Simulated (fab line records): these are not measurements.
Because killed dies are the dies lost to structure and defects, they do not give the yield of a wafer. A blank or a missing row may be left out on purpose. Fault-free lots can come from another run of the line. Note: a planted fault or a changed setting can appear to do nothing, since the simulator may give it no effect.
Matching of chambers -- flow n5_finfet -- 4 sister chambers for N5_BEOL_M11_ETCH_61 on rie_diel-05
The step etches SiARC in CF4, target depth 39 nm, time 65 s. 4 wafers are shown with their chamber, then 7 later ones without.

== WAFERS PAIRED WITH THEIR CHAMBERS ==
wafer,chamber,drypump_motor_current_A (A)
L075.5,0,4.9
L082.4,3,5.4
L087.2,1,4.9
L087.4,2,5.9

== WAFERS WITHOUT THEIR CHAMBER ==
wafer,drypump_motor_current_A (A)
L087.5,5.4
L088.2,5.4
L088.3,5.0
L088.5,5.8
L090.2,5.4
L090.3,4.9
L090.4,5.4

== EACH ONE'S CHAMBER ==
wafer,from the rows above,in truth
L087.5,3,3
L088.2,3,3
L088.3,can't be placed: 0 or 1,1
L088.5,2,2
L090.2,3,3
L090.3,can't be placed: 0 or 1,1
L090.4,3,3
5 of 7 placed correctly. These rows do not allow placing 2 (true chamber among the candidates in 2). 0 placed wrongly.
How it was worked out, from the rows above alone: a wafer's distance from a chamber is the root of the sum, over the readings, of the square of ((its reading less the chamber's mean) divided by the reading's scatter). If the next closest chamber is less than 2 further off than the closest, the wafer can't be placed; otherwise it belongs to the closest. The mean given for a chamber averages the wafers shown for that chamber. The scatter: with one shown wafer a chamber, the root of the mean of the squares of how far each hidden wafer lies from its nearest shown one.
